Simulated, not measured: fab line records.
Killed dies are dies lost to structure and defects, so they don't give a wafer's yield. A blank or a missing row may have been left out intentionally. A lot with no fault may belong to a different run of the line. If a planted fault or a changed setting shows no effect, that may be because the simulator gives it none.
The tool behind it: which one? || flow nand-harc || Sampling: 12 lots, 36 wafers, 7 of 1159 route steps

## WHAT THE GAUGES SHOWED, per wafer
NHARC_P_STI_OVL_MEAS_10. Usual: overlay-x-nm 1 nm, standard deviation 4.9; overlay-y-nm 0 nm, standard deviation 4.2.
{"lot": "L397", "measured": "day 2 10:52", "on": "overlay-01", "overlay-x-nm (nm)": "4 4 4", "overlay-y-nm (nm)": "-1 -1 0", "flag": ""}
{"lot": "L399", "measured": "day 2 22:03", "on": "overlay-01", "overlay-x-nm (nm)": "3 4 4", "overlay-y-nm (nm)": "5 6 6", "flag": ""}
{"lot": "L401", "measured": "day 3 12:27", "on": "overlay-02", "overlay-x-nm (nm)": "-7 -7 -7", "overlay-y-nm (nm)": "-2 -2 -1", "flag": ""}
{"lot": "L404", "measured": "day 4 04:41", "on": "overlay-01", "overlay-x-nm (nm)": "2 2 2", "overlay-y-nm (nm)": "1 1 1", "flag": ""}
{"lot": "L413", "measured": "day 6 11:41", "on": "overlay-02", "overlay-x-nm (nm)": "3 3 3", "overlay-y-nm (nm)": "-2 -2 -1", "flag": ""}
{"lot": "L412", "measured": "day 6 11:50", "on": "overlay-01", "overlay-x-nm (nm)": "-2 -2 -2", "overlay-y-nm (nm)": "2 2 2", "flag": ""}
{"lot": "L414", "measured": "day 6 19:57", "on": "overlay-02", "overlay-x-nm (nm)": "4 4 4", "overlay-y-nm (nm)": "4 3 3", "flag": ""}
{"lot": "L416", "measured": "day 7 05:10", "on": "overlay-02", "overlay-x-nm (nm)": "-8 -8 -7", "overlay-y-nm (nm)": "-1 -2 -2", "flag": ""}
{"lot": "L417", "measured": "day 7 11:03", "on": "overlay-01", "overlay-x-nm (nm)": "0 0 0", "overlay-y-nm (nm)": "7 7 7", "flag": ""}
{"lot": "L418", "measured": "day 7 17:11", "on": "overlay-02", "overlay-x-nm (nm)": "4 4 4", "overlay-y-nm (nm)": "-4 -4 -4", "flag": ""}
{"lot": "L419", "measured": "day 7 23:34", "on": "overlay-02", "overlay-x-nm (nm)": "-2 -1 -2", "overlay-y-nm (nm)": "2 2 2", "flag": ""}
{"lot": "L420", "measured": "day 8 06:25", "on": "overlay-01", "overlay-x-nm (nm)": "-1 -2 -2", "overlay-y-nm (nm)": "3 2 2", "flag": ""}

NHARC_P_STI_OCD_MEAS_17. Usual: trench-depth-nm 300 nm, standard deviation 4.1; trench-foot-cd-nm 158.1 nm, standard deviation 2.4.
{"lot": "L397", "measured": "day 2 11:37", "on": "ocd-01", "trench-depth-nm (nm)": "303 295 294", "trench-foot-cd-nm (nm)": "159.6 155.2 159.9", "flag": ""}
{"lot": "L399", "measured": "day 2 22:45", "on": "ocd-02", "trench-depth-nm (nm)": "306 298 306", "trench-foot-cd-nm (nm)": "158.8 155.3 157.5", "flag": ""}
{"lot": "L401", "measured": "day 3 13:09", "on": "ocd-01", "trench-depth-nm (nm)": "304 304 301", "trench-foot-cd-nm (nm)": "160.9 158.1 156.9", "flag": ""}
{"lot": "L404", "measured": "day 4 05:26", "on": "ocd-02", "trench-depth-nm (nm)": "298 303 301", "trench-foot-cd-nm (nm)": "160.4 158.6 157.3", "flag": ""}
{"lot": "L413", "measured": "day 6 12:23", "on": "ocd-01", "trench-depth-nm (nm)": "0 0 0", "trench-foot-cd-nm (nm)": "- - -", "flag": "OFF"}
{"lot": "L412", "measured": "day 6 12:34", "on": "ocd-02", "trench-depth-nm (nm)": "0 0 0", "trench-foot-cd-nm (nm)": "- - -", "flag": "OFF"}
{"lot": "L414", "measured": "day 6 20:40", "on": "ocd-02", "trench-depth-nm (nm)": "0 0 0", "trench-foot-cd-nm (nm)": "- - -", "flag": "OFF"}
{"lot": "L416", "measured": "day 7 05:52", "on": "ocd-02", "trench-depth-nm (nm)": "298 298 301", "trench-foot-cd-nm (nm)": "157.4 157.9 158.4", "flag": ""}
{"lot": "L417", "measured": "day 7 11:44", "on": "ocd-01", "trench-depth-nm (nm)": "295 301 301", "trench-foot-cd-nm (nm)": "159.8 158.3 161.6", "flag": ""}
{"lot": "L418", "measured": "day 7 17:53", "on": "ocd-01", "trench-depth-nm (nm)": "307 297 299", "trench-foot-cd-nm (nm)": "160.5 155.8 159.3", "flag": ""}
{"lot": "L419", "measured": "day 8 00:18", "on": "ocd-01", "trench-depth-nm (nm)": "300 300 293", "trench-foot-cd-nm (nm)": "160.1 158.0 158.0", "flag": ""}
{"lot": "L420", "measured": "day 8 07:12", "on": "ocd-02", "trench-depth-nm (nm)": "301 296 301", "trench-foot-cd-nm (nm)": "153.8 155.2 158.2", "flag": ""}

NHARC_P_STI_OCD_MEAS_43. Usual: trench-depth-nm 300 nm, standard deviation 4.1; trench-foot-cd-nm 158.1 nm, standard deviation 2.3.
{"lot": "L397", "measured": "day 2 12:07", "on": "ocd-01", "trench-depth-nm (nm)": "303 296 294", "trench-foot-cd-nm (nm)": "159.2 156.1 160.4", "flag": ""}
{"lot": "L399", "measured": "day 2 23:15", "on": "ocd-02", "trench-depth-nm (nm)": "305 299 306", "trench-foot-cd-nm (nm)": "158.7 155.6 157.7", "flag": ""}
{"lot": "L401", "measured": "day 3 13:40", "on": "ocd-02", "trench-depth-nm (nm)": "304 304 302", "trench-foot-cd-nm (nm)": "161.2 158.3 157.0", "flag": ""}
{"lot": "L404", "measured": "day 4 05:56", "on": "ocd-01", "trench-depth-nm (nm)": "299 302 301", "trench-foot-cd-nm (nm)": "160.9 158.6 157.7", "flag": ""}
{"lot": "L413", "measured": "day 6 12:53", "on": "ocd-01", "trench-depth-nm (nm)": "0 0 0", "trench-foot-cd-nm (nm)": "- - -", "flag": "OFF"}
{"lot": "L412", "measured": "day 6 13:06", "on": "ocd-02", "trench-depth-nm (nm)": "0 0 0", "trench-foot-cd-nm (nm)": "- - -", "flag": "OFF"}
{"lot": "L414", "measured": "day 6 21:11", "on": "ocd-02", "trench-depth-nm (nm)": "0 0 0", "trench-foot-cd-nm (nm)": "- - -", "flag": "OFF"}
{"lot": "L416", "measured": "day 7 06:22", "on": "ocd-01", "trench-depth-nm (nm)": "298 298 301", "trench-foot-cd-nm (nm)": "157.2 157.8 159.3", "flag": ""}
{"lot": "L417", "measured": "day 7 12:15", "on": "ocd-02", "trench-depth-nm (nm)": "295 301 301", "trench-foot-cd-nm (nm)": "159.6 158.7 161.8", "flag": ""}
{"lot": "L418", "measured": "day 7 18:24", "on": "ocd-02", "trench-depth-nm (nm)": "307 297 299", "trench-foot-cd-nm (nm)": "160.7 155.9 159.2", "flag": ""}
{"lot": "L419", "measured": "day 8 00:49", "on": "ocd-02", "trench-depth-nm (nm)": "300 300 292", "trench-foot-cd-nm (nm)": "160.0 158.6 158.3", "flag": ""}
{"lot": "L420", "measured": "day 8 07:43", "on": "ocd-02", "trench-depth-nm (nm)": "301 296 301", "trench-foot-cd-nm (nm)": "153.5 155.2 157.4", "flag": ""}

NHARC_P_GATE_OVL_MEAS_27. Usual: overlay-x-nm 0.0 nm, standard deviation 0.83; overlay-y-nm -0.2 nm, standard deviation 0.79.
{"lot": "L397", "measured": "day 4 15:49", "on": "overlay-01", "overlay-x-nm (nm)": "0.6 1.1 0.5", "overlay-y-nm (nm)": "-0.1 -1.1 -0.8", "flag": ""}
{"lot": "L399", "measured": "day 5 03:53", "on": "overlay-02", "overlay-x-nm (nm)": "0.9 1.1 0.1", "overlay-y-nm (nm)": "0.4 1.0 0.6", "flag": ""}
{"lot": "L401", "measured": "day 5 14:46", "on": "overlay-02", "overlay-x-nm (nm)": "-0.6 -0.8 -1.2", "overlay-y-nm (nm)": "-1.1 -0.9 -0.4", "flag": ""}
{"lot": "L404", "measured": "day 6 08:19", "on": "overlay-01", "overlay-x-nm (nm)": "-0.6 -0.5 -0.7", "overlay-y-nm (nm)": "-0.4 -0.9 -0.5", "flag": ""}
{"lot": "L416", "measured": "day 9 11:13", "on": "overlay-02", "overlay-x-nm (nm)": "-1.6 -0.7 -1.1", "overlay-y-nm (nm)": "-1.0 -0.4 -0.6", "flag": ""}
{"lot": "L417", "measured": "day 9 11:09", "on": "overlay-01", "overlay-x-nm (nm)": "0.4 1.1 0.9", "overlay-y-nm (nm)": "-0.8 -0.7 -1.6", "flag": ""}
{"lot": "L418", "measured": "day 10 00:56", "on": "overlay-02", "overlay-x-nm (nm)": "-0.4 -0.4 -0.8", "overlay-y-nm (nm)": "0.0 -0.3 0.1", "flag": ""}
{"lot": "L419", "measured": "day 10 09:02", "on": "overlay-01", "overlay-x-nm (nm)": "0.8 0.8 0.9", "overlay-y-nm (nm)": "0.1 -0.2 0.0", "flag": ""}
{"lot": "L420", "measured": "day 10 14:37", "on": "overlay-01", "overlay-x-nm (nm)": "-0.3 -0.1 -0.2", "overlay-y-nm (nm)": "0.8 0.6 0.8", "flag": ""}

NHARC_END_SORT_01. Usual: killed-at-array 21, standard deviation 8.9; killed-at-other 0.8, standard deviation 1.3; killed-at-periphery 3.6, standard deviation 2.4; killed-dies 26, standard deviation 8.9; killed-open 3.1, standard deviation 1.8; killed-short 1.9, standard deviation 1.3.
{"lot": "L413", "measured": "day 23 15:52", "on": "prober-02", "killed-at-array": "12 18 10", "killed-at-other": "0 0 2", "killed-at-periphery": "665 659 665", "killed-dies": "677 677 677", "killed-open": "2 6 1", "killed-short": "2 3 1", "flag": "OFF"}
{"lot": "L412", "measured": "day 23 07:30", "on": "prober-01", "killed-at-array": "24 28 19", "killed-at-other": "1 1 0", "killed-at-periphery": "652 648 658", "killed-dies": "677 677 677", "killed-open": "2 3 3", "killed-short": "3 3 1", "flag": "OFF"}
{"lot": "L414", "measured": "day 23 23:44", "on": "prober-02", "killed-at-array": "16 16 13", "killed-at-other": "2 0 0", "killed-at-periphery": "659 661 664", "killed-dies": "677 677 677", "killed-open": "6 6 2", "killed-short": "3 2 3", "flag": "OFF"}

## WHAT TOOL EACH LOT RAN ON (gives the tool, then ch and the chambers of the sampled wafers, and finally the start)
{"lot": "L397", "NHARC_P_STI_ETCH_15": "rie-si-04 ch 2,3, day 2 11:22", "NHARC_P_GATE_ETCH_32": "rie-si-05 ch 0,2,3, day 4 16:22"}
{"lot": "L399", "NHARC_P_STI_ETCH_15": "rie-si-02 ch 1,2, day 2 22:31", "NHARC_P_GATE_ETCH_32": "rie-si-06 ch 0,2, day 5 04:57"}
{"lot": "L401", "NHARC_P_STI_ETCH_15": "rie-si-03 ch 0,1,2, day 3 12:55", "NHARC_P_GATE_ETCH_32": "rie-si-06 ch 0,1,3, day 5 15:23"}
{"lot": "L404", "NHARC_P_STI_ETCH_15": "rie-si-03 ch 1,2, day 4 05:11", "NHARC_P_GATE_ETCH_32": "rie-si-06 ch 0,1,2, day 6 08:53"}
{"lot": "L413", "NHARC_P_STI_ETCH_15": "rie-si-03 ch 0,1,2, day 6 12:10", "NHARC_P_GATE_ETCH_32": "-"}
{"lot": "L412", "NHARC_P_STI_ETCH_15": "rie-si-02 ch 1,3, day 6 12:19", "NHARC_P_GATE_ETCH_32": "-"}
{"lot": "L414", "NHARC_P_STI_ETCH_15": "rie-si-04 ch 0,2,3, day 6 20:25", "NHARC_P_GATE_ETCH_32": "-"}
{"lot": "L416", "NHARC_P_STI_ETCH_15": "rie-si-03 ch 0,1,3, day 7 05:38", "NHARC_P_GATE_ETCH_32": "rie-si-05 ch 0,1, day 9 11:55"}
{"lot": "L417", "NHARC_P_STI_ETCH_15": "rie-si-04 ch 2,3, day 7 11:29", "NHARC_P_GATE_ETCH_32": "rie-si-01 ch 1,2,3, day 9 11:43"}
{"lot": "L418", "NHARC_P_STI_ETCH_15": "rie-si-04 ch 0,1,2, day 7 17:38", "NHARC_P_GATE_ETCH_32": "rie-si-06 ch 0,1,3, day 10 01:34"}
{"lot": "L419", "NHARC_P_STI_ETCH_15": "rie-si-03 ch 2,3, day 8 00:03", "NHARC_P_GATE_ETCH_32": "rie-si-06 ch 2,3, day 10 09:35"}
{"lot": "L420", "NHARC_P_STI_ETCH_15": "rie-si-02 ch 0,2, day 8 06:55", "NHARC_P_GATE_ETCH_32": "rie-si-01 ch 1,3, day 10 15:34"}
- NHARC_P_STI_ETCH_15: etches the open film in HBr/Cl2, target depth 300 nm, time 100.1 s.
- NHARC_P_GATE_ETCH_32: etches the open film in HBr/Cl2, target depth 150 nm, time 100.1 s.

## AS READ BY THE TOOLS THEMSELVES (means over the sampled wafers that have a number; for cases with no such wafer, the mark the record gives instead)
NHARC_P_STI_ETCH_15. Usual: bias-w 99.98 W, standard deviation 0.3; chamber-pressure-mTorr 14.999 mTorr, standard deviation 0.014; drypump-motor-current-A 5.9 A, standard deviation 0.61; oes-product-au 0.999 a.u., standard deviation 0.0096; throttle-valve-pct 26.406 %, standard deviation 0.0099.
{"lot": "L397", "tool": "rie-si-04", "bias-w (W)": 100.24, "chamber-pressure-mTorr (mTorr)": 14.987, "drypump-motor-current-A (A)": 5.7, "oes-product-au (a.u.)": 0.992, "throttle-valve-pct (%)": 26.408, "flag": ""}
{"lot": "L399", "tool": "rie-si-02", "bias-w (W)": 100.19, "chamber-pressure-mTorr (mTorr)": 14.988, "drypump-motor-current-A (A)": 5.5, "oes-product-au (a.u.)": 1.005, "throttle-valve-pct (%)": 26.414, "flag": ""}
{"lot": "L401", "tool": "rie-si-03", "bias-w (W)": 99.98, "chamber-pressure-mTorr (mTorr)": 15.005, "drypump-motor-current-A (A)": 6.1, "oes-product-au (a.u.)": 1.008, "throttle-valve-pct (%)": 26.401, "flag": ""}
{"lot": "L404", "tool": "rie-si-03", "bias-w (W)": 99.78, "chamber-pressure-mTorr (mTorr)": 14.991, "drypump-motor-current-A (A)": 6.0, "oes-product-au (a.u.)": 1.005, "throttle-valve-pct (%)": 26.401, "flag": ""}
{"lot": "L413", "tool": "rie-si-03", "bias-w (W)": "-", "chamber-pressure-mTorr (mTorr)": "-", "drypump-motor-current-A (A)": "-", "oes-product-au (a.u.)": "-", "throttle-valve-pct (%)": "-", "flag": "OFF"}
{"lot": "L412", "tool": "rie-si-02", "bias-w (W)": "-", "chamber-pressure-mTorr (mTorr)": "-", "drypump-motor-current-A (A)": "-", "oes-product-au (a.u.)": "-", "throttle-valve-pct (%)": "-", "flag": "OFF"}
{"lot": "L414", "tool": "rie-si-04", "bias-w (W)": "-", "chamber-pressure-mTorr (mTorr)": "-", "drypump-motor-current-A (A)": "-", "oes-product-au (a.u.)": "-", "throttle-valve-pct (%)": "-", "flag": "OFF"}
{"lot": "L416", "tool": "rie-si-03", "bias-w (W)": 100.23, "chamber-pressure-mTorr (mTorr)": 14.993, "drypump-motor-current-A (A)": 6.4, "oes-product-au (a.u.)": 1.000, "throttle-valve-pct (%)": 26.409, "flag": ""}
{"lot": "L417", "tool": "rie-si-04", "bias-w (W)": 99.80, "chamber-pressure-mTorr (mTorr)": 15.004, "drypump-motor-current-A (A)": 6.0, "oes-product-au (a.u.)": 0.998, "throttle-valve-pct (%)": 26.401, "flag": ""}
{"lot": "L418", "tool": "rie-si-04", "bias-w (W)": 100.03, "chamber-pressure-mTorr (mTorr)": 14.992, "drypump-motor-current-A (A)": 5.7, "oes-product-au (a.u.)": 0.996, "throttle-valve-pct (%)": 26.395, "flag": ""}
{"lot": "L419", "tool": "rie-si-03", "bias-w (W)": 100.04, "chamber-pressure-mTorr (mTorr)": 15.011, "drypump-motor-current-A (A)": 6.4, "oes-product-au (a.u.)": 0.992, "throttle-valve-pct (%)": 26.403, "flag": ""}
{"lot": "L420", "tool": "rie-si-02", "bias-w (W)": 99.78, "chamber-pressure-mTorr (mTorr)": 15.000, "drypump-motor-current-A (A)": 5.6, "oes-product-au (a.u.)": 0.998, "throttle-valve-pct (%)": 26.406, "flag": ""}

NHARC_P_GATE_ETCH_32. Usual: bias-w 100.01 W, standard deviation 0.27; chamber-pressure-mTorr 14.999 mTorr, standard deviation 0.013; drypump-motor-current-A 5.6 A, standard deviation 0.44; oes-product-au 0.997 a.u., standard deviation 0.0086; throttle-valve-pct 26.406 %, standard deviation 0.0085.
{"lot": "L397", "tool": "rie-si-05", "bias-w (W)": 100.03, "chamber-pressure-mTorr (mTorr)": 15.005, "drypump-motor-current-A (A)": 5.6, "oes-product-au (a.u.)": 0.996, "throttle-valve-pct (%)": 26.406, "flag": ""}
{"lot": "L399", "tool": "rie-si-06", "bias-w (W)": 99.80, "chamber-pressure-mTorr (mTorr)": 15.008, "drypump-motor-current-A (A)": 6.0, "oes-product-au (a.u.)": 0.998, "throttle-valve-pct (%)": 26.406, "flag": ""}
{"lot": "L401", "tool": "rie-si-06", "bias-w (W)": 99.42, "chamber-pressure-mTorr (mTorr)": 15.000, "drypump-motor-current-A (A)": 5.5, "oes-product-au (a.u.)": 1.000, "throttle-valve-pct (%)": 26.404, "flag": ""}
{"lot": "L404", "tool": "rie-si-06", "bias-w (W)": 100.03, "chamber-pressure-mTorr (mTorr)": 14.986, "drypump-motor-current-A (A)": 5.6, "oes-product-au (a.u.)": 0.995, "throttle-valve-pct (%)": 26.416, "flag": ""}
{"lot": "L416", "tool": "rie-si-05", "bias-w (W)": 99.55, "chamber-pressure-mTorr (mTorr)": 15.012, "drypump-motor-current-A (A)": 5.9, "oes-product-au (a.u.)": 0.997, "throttle-valve-pct (%)": 26.409, "flag": ""}
{"lot": "L417", "tool": "rie-si-01", "bias-w (W)": 100.15, "chamber-pressure-mTorr (mTorr)": 15.003, "drypump-motor-current-A (A)": 5.9, "oes-product-au (a.u.)": 0.992, "throttle-valve-pct (%)": 26.402, "flag": ""}
{"lot": "L418", "tool": "rie-si-06", "bias-w (W)": 100.08, "chamber-pressure-mTorr (mTorr)": 15.009, "drypump-motor-current-A (A)": 5.5, "oes-product-au (a.u.)": 0.987, "throttle-valve-pct (%)": 26.413, "flag": ""}
{"lot": "L419", "tool": "rie-si-06", "bias-w (W)": 100.07, "chamber-pressure-mTorr (mTorr)": 15.007, "drypump-motor-current-A (A)": 5.5, "oes-product-au (a.u.)": 1.002, "throttle-valve-pct (%)": 26.406, "flag": ""}
{"lot": "L420", "tool": "rie-si-01", "bias-w (W)": 100.17, "chamber-pressure-mTorr (mTorr)": 14.993, "drypump-motor-current-A (A)": 5.9, "oes-product-au (a.u.)": 1.003, "throttle-valve-pct (%)": 26.403, "flag": ""}

## THE ANSWER, worked out from the rows above alone
Rule: a lot counts as off when the mean over its wafers that have a number is more than 3 standard deviations away from the usual mean. A lot without any number at a reading at which 4 lots or more have one is off too. Where the step has rows for the other lots, those lots are counted as sound. After the gauges, taken in route order, come the tools' own readings; for these a lot's mean is taken, as printed above. The first step at which some lot is off is used, and at that step the reading that is off furthest; a lot without a number counts as furthest.
Off, at NHARC_P_STI_OCD_MEAS_17 on trench-foot-cd-nm: L413, L412, L414. Without a number there: L413, L412, L414.
If a tool, at a process step before that reading, ran all the lots that are off and no sound lot after the first of them, it fits. The gauges at NHARC_P_STI_OCD_MEAS_17 aren't tried: what is off there is off at NHARC_END_SORT_01 too, on other tools, and a gauge's error can't cause that. None of those tried fits.

## WHAT THE SIMULATOR HAD INSERTED
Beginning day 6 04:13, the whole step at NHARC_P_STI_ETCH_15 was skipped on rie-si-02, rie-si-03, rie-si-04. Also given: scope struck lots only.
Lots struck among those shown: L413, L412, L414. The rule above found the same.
